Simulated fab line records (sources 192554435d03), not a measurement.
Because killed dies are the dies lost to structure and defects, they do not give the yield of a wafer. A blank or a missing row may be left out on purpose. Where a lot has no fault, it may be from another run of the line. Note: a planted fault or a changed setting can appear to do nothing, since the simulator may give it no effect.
Matching of chambers -- flow n5 finfet -- N5_BEOL_M4_CO_CAP_55 on cvd co-02: 3 sister chambers
The step material Co, precursor CCTBA/H2, target thk 2 nm, time 102.1 s. 3 wafers are shown with their chamber, then 12 later ones without.

## WAFERS PAIRED WITH THEIR CHAMBERS
wafer,chamber,heater power w (W)
L089.4,1,234
L086.4,2,228
L086.5,0,223

## WAFERS WITH NO CHAMBER GIVEN
wafer,heater power w (W)
L090.1,224
L090.2,230
L090.6,230
L094.1,222
L094.2,229
L094.6,224
L095.2,222
L095.3,240
L095.5,224
L096.2,223
L096.5,236
L096.6,229

## WHICH CHAMBER EACH ONE RAN IN
wafer,from the rows above,in truth
L090.1,can't be placed: 0 or 2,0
L090.2,can't be placed: 2 or 1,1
L090.6,can't be placed: 2 or 1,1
L094.1,0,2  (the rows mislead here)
L094.2,can't be placed: 2 or 1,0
L094.6,can't be placed: 0 or 2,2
L095.2,0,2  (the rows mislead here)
L095.3,1,1
L095.5,can't be placed: 0 or 2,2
L096.2,0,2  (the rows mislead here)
L096.5,1,1
L096.6,can't be placed: 2 or 1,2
Correctly placed: 2 of 12. Not placeable from these rows: 7 (in 6, the candidates include the true chamber). Placed wrongly: 3.
How it was worked out, from the rows above alone: a wafer's distance from a chamber is the root of the sum, over the readings, of the square of ((its reading less the chamber's mean) divided by the reading's scatter). The wafer belongs to the nearest chamber; if the next one is less than 2 further off, it can't be placed. Each chamber's mean is taken over the wafers shown for it. The scatter: with one shown wafer a chamber, the root of the mean of the squares of how far each hidden wafer lies from its nearest shown one.
